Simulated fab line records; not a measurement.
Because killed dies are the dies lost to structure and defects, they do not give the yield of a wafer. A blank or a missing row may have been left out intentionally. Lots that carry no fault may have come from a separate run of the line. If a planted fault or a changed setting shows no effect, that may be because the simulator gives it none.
Which tool is to blame? | flow nand_harc | 24 lots with 72 wafers sampled at 6 steps, on a route of 1159 steps

WHAT THE GAUGES READ, wafer by wafer
No reading from a measuring or inspecting step in the record can be judged against a usual standard deviation.

TOOL THAT RAN EACH LOT (tool first, then ch and the chambers of the sampled wafers, then the start)
lot  | NHARC_A_CONTACT_ETCH_119             | NHARC_A_CONTACT_ETCH_77                       | NHARC_A_CONTACT_ETCH_124             | NHARC_A_CONTACT_ETCH_128             | NHARC_A_CONTACT_STRIP_82       | NHARC_A_CONTACT_ETCH_30
L077 | har_cap_etch-02 ch 0,1, day 16 10:37 | rie_diel-01 ch 0,2,3, day 17 02:18 or earlier | har_cap_etch-01 ch 0,1, day 17 02:18 | har_cap_etch-01 ch 0,1, day 17 02:55 | rie_diel-01 ch 0,1,3, no start | rie_diel-13 ch 1,2,3, no start
L075 | har_cap_etch-01 ch 0,1, day 16 11:43 | rie_diel-13 ch 0,3, day 17 04:57 or earlier   | har_cap_etch-02 ch 0,1, day 17 04:57 | har_cap_etch-02 ch 0,1, day 17 05:44 | rie_diel-13 ch 2,3, no start   | rie_diel-13 ch 1,3, no start
L074 | har_cap_etch-03 ch 0,1, day 16 16:02 | rie_diel-01 ch 0,1,3, day 17 06:26 or earlier | har_cap_etch-03 ch 0,1, day 17 06:26 | har_cap_etch-03 ch 0,1, day 17 07:02 | rie_diel-13 ch 0,1,2, no start | rie_diel-01 ch 1,2,3, no start
L079 | har_cap_etch-01 ch 0,1, day 16 17:47 | rie_diel-03 ch 0,3, day 17 06:55 or earlier   | har_cap_etch-01 ch 0,1, day 17 06:55 | har_cap_etch-01 ch 0,1, day 17 07:32 | rie_diel-13 ch 0,1, no start   | rie_diel-13 ch 1,3, no start
L078 | har_cap_etch-02 ch 1, day 17 03:55   | rie_diel-13 ch 0,2,3, day 17 12:01 or earlier | har_cap_etch-01 ch 0, day 17 12:01   | har_cap_etch-01 ch 0, day 17 12:38   | rie_diel-13 ch 1,3, no start   | rie_diel-03 ch 1,2,3, no start
L076 | har_cap_etch-03 ch 0,1, day 17 04:11 | rie_diel-01 ch 1,3, day 17 13:09 or earlier   | har_cap_etch-03 ch 0,1, day 17 13:09 | har_cap_etch-03 ch 0,1, day 17 13:47 | rie_diel-01 ch 1,2,3, no start | rie_diel-13 ch 1,3, no start
L080 | har_cap_etch-02 ch 0,1, day 18 01:44 | rie_diel-01 ch 0,2,3, day 18 07:40 or earlier | har_cap_etch-03 ch 0,1, day 18 07:40 | har_cap_etch-03 ch 0,1, day 18 08:17 | rie_diel-13 ch 0,2,3, no start | rie_diel-13 ch 0,1,3, no start
L084 | har_cap_etch-01 ch 0,1, day 18 14:20 | rie_diel-13 ch 1,2,3, day 18 20:29 or earlier | har_cap_etch-02 ch 0,1, day 18 20:29 | har_cap_etch-02 ch 0,1, day 18 21:06 | rie_diel-13 ch 1,2,3, no start | rie_diel-03 ch 1,2, no start
L082 | har_cap_etch-03 ch 0,1, day 18 18:50 | rie_diel-01 ch 0,2,3, day 19 01:26 or earlier | har_cap_etch-02 ch 1, day 19 01:26   | har_cap_etch-02 ch 1, day 19 02:04   | rie_diel-01 ch 0,1,3, no start | rie_diel-01 ch 0,3, no start
L081 | har_cap_etch-01 ch 0,1, day 18 23:40 | rie_diel-13 ch 0,3, day 19 08:29 or earlier   | har_cap_etch-03 ch 0,1, day 19 08:29 | har_cap_etch-03 ch 0,1, day 19 09:06 | rie_diel-03 ch 1,2, no start   | rie_diel-13 ch 0,2,3, no start
L083 | har_cap_etch-03 ch 0,1, day 19 01:56 | rie_diel-13 ch 1,2,3, day 19 10:37 or earlier | har_cap_etch-02 ch 0,1, day 19 10:37 | har_cap_etch-02 ch 0,1, day 19 11:13 | rie_diel-03 ch 0,2,3, no start | rie_diel-13 ch 2,3, no start
L089 | har_cap_etch-03 ch 0,1, day 19 13:17 | rie_diel-13 ch 0,1,3, day 19 20:32 or earlier | har_cap_etch-03 ch 0,1, day 19 20:32 | har_cap_etch-03 ch 0,1, day 19 21:09 | rie_diel-03 ch 0,2, no start   | rie_diel-01 ch 0,3, no start
L086 | har_cap_etch-01 ch 0,1, day 19 13:35 | rie_diel-01 ch 0,2, day 19 19:50 or earlier   | har_cap_etch-01 ch 0,1, day 19 19:50 | har_cap_etch-01 ch 0,1, day 19 20:28 | rie_diel-03 ch 0,1,3, no start | rie_diel-03 ch 0,2,3, no start
L087 | har_cap_etch-03 ch 0,1, day 19 18:28 | rie_diel-03 ch 0,3, day 20 00:57 or earlier   | har_cap_etch-01 ch 0,1, day 20 00:57 | har_cap_etch-01 ch 0,1, day 20 01:33 | rie_diel-03 ch 2,3, no start   | rie_diel-13 ch 0,1, no start
L085 | har_cap_etch-02 ch 0,1, day 19 19:01 | rie_diel-01 ch 0,2, day 20 01:31 or earlier   | har_cap_etch-03 ch 0,1, day 20 01:31 | har_cap_etch-03 ch 0,1, day 20 02:08 | rie_diel-01 ch 0,2,3, no start | rie_diel-13 ch 0,2,3, no start
L088 | har_cap_etch-02 ch 0,1, day 20 00:14 | rie_diel-03 ch 0,1,2, day 20 07:17 or earlier | har_cap_etch-01 ch 0, day 20 07:17   | har_cap_etch-01 ch 0, day 20 07:54   | rie_diel-03 ch 0,2,3, no start | rie_diel-13 ch 0,1,2, no start
L090 | har_cap_etch-03 ch 0,1, day 20 06:48 | rie_diel-13 ch 1,2,3, day 20 13:10 or earlier | har_cap_etch-02 ch 0,1, day 20 13:10 | har_cap_etch-02 ch 0,1, day 20 13:47 | rie_diel-01 ch 0,2,3, no start | rie_diel-13 ch 1,2, no start
L091 | har_cap_etch-02 ch 0,1, day 20 07:49 | rie_diel-13 ch 0,1,2, day 20 14:53 or earlier | har_cap_etch-01 ch 0,1, day 20 14:53 | har_cap_etch-01 ch 0,1, day 20 15:29 | rie_diel-13 ch 0,1,3, no start | rie_diel-03 ch 0,2,3, no start
L092 | har_cap_etch-03 ch 0,1, day 21 10:07 | rie_diel-03 ch 0,2,3, day 21 16:14 or earlier | har_cap_etch-03 ch 0,1, day 21 16:14 | har_cap_etch-03 ch 0,1, day 21 16:50 | rie_diel-13 ch 0,3, no start   | rie_diel-03 ch 1,2, no start
L094 | har_cap_etch-02 ch 0,1, day 21 12:23 | rie_diel-13 ch 0,1,3, day 21 19:02 or earlier | har_cap_etch-02 ch 0,1, day 21 19:02 | har_cap_etch-02 ch 0,1, day 21 19:39 | rie_diel-13 ch 1,2,3, no start | rie_diel-13 ch 1,2,3, no start
L093 | har_cap_etch-01 ch 0,1, day 21 16:47 | rie_diel-13 ch 1,2,3, day 21 23:08 or earlier | har_cap_etch-03 ch 0,1, day 21 23:08 | har_cap_etch-03 ch 0,1, day 21 23:44 | rie_diel-03 ch 0,1, no start   | rie_diel-13 ch 0,2,3, no start
L096 | har_cap_etch-02 ch 0,1, day 22 01:15 | rie_diel-13 ch 0,1,2, day 22 07:46 or earlier | har_cap_etch-03 ch 0,1, day 22 07:46 | har_cap_etch-03 ch 0,1, day 22 08:24 | rie_diel-13 ch 0,1,2, no start | rie_diel-01 ch 1,2,3, no start
L095 | har_cap_etch-03 ch 0,1, day 22 01:58 | rie_diel-01 ch 0,3, day 22 08:24 or earlier   | har_cap_etch-02 ch 0,1, day 22 08:24 | har_cap_etch-02 ch 0,1, day 22 09:02 | rie_diel-13 ch 1,2, no start   | rie_diel-13 ch 0,1,2, no start
L097 | har_cap_etch-02 ch 0, day 22 20:12   | rie_diel-01 ch 0,3, day 23 02:10 or earlier   | har_cap_etch-03 ch 0, day 23 02:10   | har_cap_etch-03 ch 0, day 23 02:47   | rie_diel-03 ch 0,1,3, no start | rie_diel-13 ch 0,2, no start
- NHARC_A_CONTACT_ETCH_119: etches the open film in C4F8/O2/Ar, time 94 s, target depth 922 nm.
- NHARC_A_CONTACT_ETCH_77: etches the open film in CF4/CHF3, target depth 72.6 nm, time 36.3 s.
- NHARC_A_CONTACT_ETCH_124: etches the open film in C4F8/O2/Ar, time 140 s, target depth 700 nm.
- NHARC_A_CONTACT_ETCH_128: etches the open film in C4F8/O2/Ar, time 155 s, target depth 956 nm.
- NHARC_A_CONTACT_STRIP_82: strips in O2.
- NHARC_A_CONTACT_ETCH_30: etches the open film in CF4/CHF3, target depth 60.5 nm, time 30.2 s.

WHAT THE TOOLS THEMSELVES READ (means of the sampled wafers that have a number; where no wafer has one, the mark that the record gives instead)
NHARC_A_CONTACT_ETCH_77. Usual: drypump_motor_current_A 5.6 A, standard deviation 0.47; oes_product_au 0.930 a.u., standard deviation 0.022; rf_vpp_V 371.5 V, standard deviation 2.8; showerhead_plenum_p_Torr 1.60 Torr, standard deviation 0.083; throttle_valve_pct 16.803 %, standard deviation 0.0085.
lot  | tool        | drypump_motor_current_A (A) | oes_product_au (a.u.) | rf_vpp_V (V) | showerhead_plenum_p_Torr (Torr) | throttle_valve_pct (%) | flag
L077 | rie_diel-01 | 5.7                         | 0.918                 | 373.9        | 1.66                            | 16.803                 |
L075 | rie_diel-13 | 5.7                         | 0.975                 | 367.9        | 1.49                            | 16.801                 |
L074 | rie_diel-01 | 5.3                         | 0.945                 | 373.8        | 1.67                            | 16.813                 |
L079 | rie_diel-03 | 5.6                         | 0.917                 | 370.6        | 1.57                            | 16.794                 |
L078 | rie_diel-13 | 5.6                         | 0.913                 | 367.5        | 1.47                            | 16.809                 |
L076 | rie_diel-01 | 5.2                         | 0.950                 | 372.8        | 1.66                            | 16.801                 |
L080 | rie_diel-01 | 5.7                         | 0.909                 | 373.6        | 1.66                            | 16.806                 |
L084 | rie_diel-13 | 5.5                         | 0.923                 | 368.5        | 1.52                            | 16.797                 |
L082 | rie_diel-01 | 5.7                         | 0.911                 | 373.5        | 1.66                            | 16.797                 |
L081 | rie_diel-13 | 5.7                         | 0.923                 | 367.4        | 1.48                            | 16.799                 |
L083 | rie_diel-13 | 5.5                         | 0.919                 | 369.5        | 1.52                            | 16.804                 |
L089 | rie_diel-13 | 5.6                         | 0.953                 | 369.3        | 1.53                            | 16.803                 |
L086 | rie_diel-01 | 6.1                         | 0.904                 | 372.9        | 1.66                            | 16.798                 |
L087 | rie_diel-03 | 5.6                         | 0.966                 | 370.6        | 1.56                            | 16.798                 |
L085 | rie_diel-01 | 6.1                         | 0.904                 | 373.9        | 1.66                            | 16.799                 |
L088 | rie_diel-03 | 5.6                         | 0.932                 | 370.3        | 1.57                            | 16.811                 |
L090 | rie_diel-13 | 5.5                         | 0.913                 | 373.4        | 1.68                            | 16.802                 |
L091 | rie_diel-13 | 5.9                         | 0.920                 | 371.9        | 1.61                            | 16.805                 |
L092 | rie_diel-03 | 5.6                         | 0.960                 | 370.6        | 1.57                            | 16.807                 |
L094 | rie_diel-13 | 5.6                         | 0.918                 | 371.9        | 1.61                            | 16.801                 |
L093 | rie_diel-13 | 5.5                         | 0.914                 | 373.4        | 1.68                            | 16.817                 |
L096 | rie_diel-13 | 5.9                         | 0.916                 | 370.9        | 1.61                            | 16.810                 |
L095 | rie_diel-01 | 5.3                         | 0.965                 | 372.7        | 1.64                            | 16.814                 |
L097 | rie_diel-01 | 5.3                         | 0.921                 | 372.5        | 1.64                            | 16.808                 |

NHARC_A_CONTACT_STRIP_82. Usual: drypump_motor_current_A 5.6 A, standard deviation 0.42; oes_product_au 0.995 a.u., standard deviation 0.013; rf_vpp_V 57.9 V, standard deviation 0.89; showerhead_plenum_p_Torr 3.56 Torr, standard deviation 0.18; throttle_valve_pct 17.035 %, standard deviation 0.0098.
lot  | tool        | drypump_motor_current_A (A) | oes_product_au (a.u.) | rf_vpp_V (V) | showerhead_plenum_p_Torr (Torr) | throttle_valve_pct (%) | flag
L077 | rie_diel-01 | 5.4                         | 0.992                 | 58.6         | 3.74                            | 17.039                 |
L075 | rie_diel-13 | 5.1                         | 0.990                 | 57.2         | 3.27                            | 17.031                 |
L074 | rie_diel-13 | 5.9                         | 1.009                 | 57.1         | 3.44                            | 17.030                 |
L079 | rie_diel-13 | 6.0                         | 0.994                 | 58.0         | 3.57                            | 17.033                 |
L078 | rie_diel-13 | 5.5                         | 0.995                 | 57.7         | 3.54                            | 17.039                 |
L076 | rie_diel-01 | 5.5                         | 0.986                 | 58.8         | 3.71                            | 17.036                 |
L080 | rie_diel-13 | 5.6                         | 0.989                 | 57.2         | 3.31                            | 17.028                 |
L084 | rie_diel-13 | 5.5                         | 1.004                 | 57.1         | 3.40                            | 17.029                 |
L082 | rie_diel-01 | 5.4                         | 0.987                 | 58.6         | 3.73                            | 17.033                 |
L081 | rie_diel-03 | 5.6                         | 1.010                 | 57.8         | 3.46                            | 17.036                 |
L083 | rie_diel-03 | 5.6                         | 1.002                 | 56.9         | 3.54                            | 17.037                 |
L089 | rie_diel-03 | 5.6                         | 1.002                 | 57.5         | 3.58                            | 17.035                 |
L086 | rie_diel-03 | 5.7                         | 1.003                 | 58.5         | 3.48                            | 17.048                 |
L087 | rie_diel-03 | 5.6                         | 1.009                 | 58.0         | 3.50                            | 17.047                 |
L085 | rie_diel-01 | 5.7                         | 0.976                 | 57.9         | 3.70                            | 17.036                 |
L088 | rie_diel-03 | 5.6                         | 1.014                 | 58.5         | 3.53                            | 17.037                 |
L090 | rie_diel-01 | 5.8                         | 0.972                 | 58.7         | 3.70                            | 17.044                 |
L091 | rie_diel-13 | 5.6                         | 0.997                 | 57.5         | 3.62                            | 17.039                 |
L092 | rie_diel-13 | 5.2                         | 0.995                 | 58.6         | 3.66                            | 17.033                 |
L094 | rie_diel-13 | 5.5                         | 0.984                 | 59.3         | 3.75                            | 17.042                 |
L093 | rie_diel-03 | 5.7                         | 1.008                 | 56.9         | 3.45                            | 17.038                 |
L096 | rie_diel-13 | 5.9                         | 0.997                 | 58.2         | 3.61                            | 17.035                 |
L095 | rie_diel-13 | 5.8                         | 0.980                 | 58.1         | 3.75                            | 17.032                 |
L097 | rie_diel-03 | 5.6                         | 1.014                 | 57.5         | 3.46                            | 17.028                 |

NHARC_A_CONTACT_ETCH_30. Usual: drypump_motor_current_A 5.7 A, standard deviation 0.46; oes_product_au 0.930 a.u., standard deviation 0.02; rf_vpp_V 371.1 V, standard deviation 2.8; showerhead_plenum_p_Torr 1.59 Torr, standard deviation 0.083; throttle_valve_pct 16.802 %, standard deviation 0.0086.
lot  | tool        | drypump_motor_current_A (A) | oes_product_au (a.u.) | rf_vpp_V (V) | showerhead_plenum_p_Torr (Torr) | throttle_valve_pct (%) | flag
L077 | rie_diel-13 | 5.5                         | 0.921                 | 368.9        | 1.52                            | 16.803                 |
L075 | rie_diel-13 | 5.2                         | 0.926                 | 367.8        | 1.51                            | 16.816                 |
L074 | rie_diel-01 | 5.5                         | 0.907                 | 373.7        | 1.65                            | 16.795                 |
L079 | rie_diel-13 | 5.2                         | 0.927                 | 368.6        | 1.51                            | 16.801                 |
L078 | rie_diel-03 | 5.6                         | 0.975                 | 369.3        | 1.56                            | 16.799                 |
L076 | rie_diel-13 | 5.5                         | 0.926                 | 370.2        | 1.58                            | 16.812                 |
L080 | rie_diel-13 | 5.6                         | 0.917                 | 368.8        | 1.53                            | 16.809                 |
L084 | rie_diel-03 | 5.6                         | 0.940                 | 369.1        | 1.55                            | 16.791                 |
L082 | rie_diel-01 | 5.5                         | 0.920                 | 373.2        | 1.67                            | 16.801                 |
L081 | rie_diel-13 | 5.6                         | 0.908                 | 366.7        | 1.47                            | 16.802                 |
L083 | rie_diel-13 | 5.5                         | 0.921                 | 367.5        | 1.46                            | 16.803                 |
L089 | rie_diel-01 | 5.3                         | 0.904                 | 373.6        | 1.65                            | 16.804                 |
L086 | rie_diel-03 | 5.6                         | 0.930                 | 370.3        | 1.58                            | 16.807                 |
L087 | rie_diel-13 | 6.0                         | 0.960                 | 370.1        | 1.55                            | 16.805                 |
L085 | rie_diel-13 | 5.6                         | 0.963                 | 372.4        | 1.63                            | 16.807                 |
L088 | rie_diel-13 | 5.9                         | 0.956                 | 371.9        | 1.61                            | 16.795                 |
L090 | rie_diel-13 | 5.9                         | 0.916                 | 373.8        | 1.66                            | 16.799                 |
L091 | rie_diel-03 | 5.6                         | 0.932                 | 370.5        | 1.58                            | 16.806                 |
L092 | rie_diel-03 | 5.6                         | 0.938                 | 368.7        | 1.54                            | 16.803                 |
L094 | rie_diel-13 | 5.5                         | 0.912                 | 373.7        | 1.68                            | 16.804                 |
L093 | rie_diel-13 | 5.5                         | 0.918                 | 372.9        | 1.63                            | 16.800                 |
L096 | rie_diel-01 | 5.5                         | 0.960                 | 372.6        | 1.64                            | 16.794                 |
L095 | rie_diel-13 | 5.9                         | 0.920                 | 371.8        | 1.61                            | 16.796                 |
L097 | rie_diel-13 | 6.0                         | 0.926                 | 369.5        | 1.57                            | 16.812                 |

THE ANSWER, worked out from the rows above alone
Rule: lot off if the mean of its wafers having a number is beyond 3 standard deviations from the usual mean. A lot without any number at a reading at which 4 lots or more have one is off too. Where the step has rows for the other lots, those lots are counted as sound. First the gauges in route order, then the tools' own readings, where a lot's mean is used as printed above. The first step at which some lot is off is used, and at that step the reading that is off furthest; a lot without a number counts as furthest.
Across all readings shown, no lot is off: no conclusion can be drawn from this.

WHAT HAD BEEN PUT IN BY THE SIMULATOR
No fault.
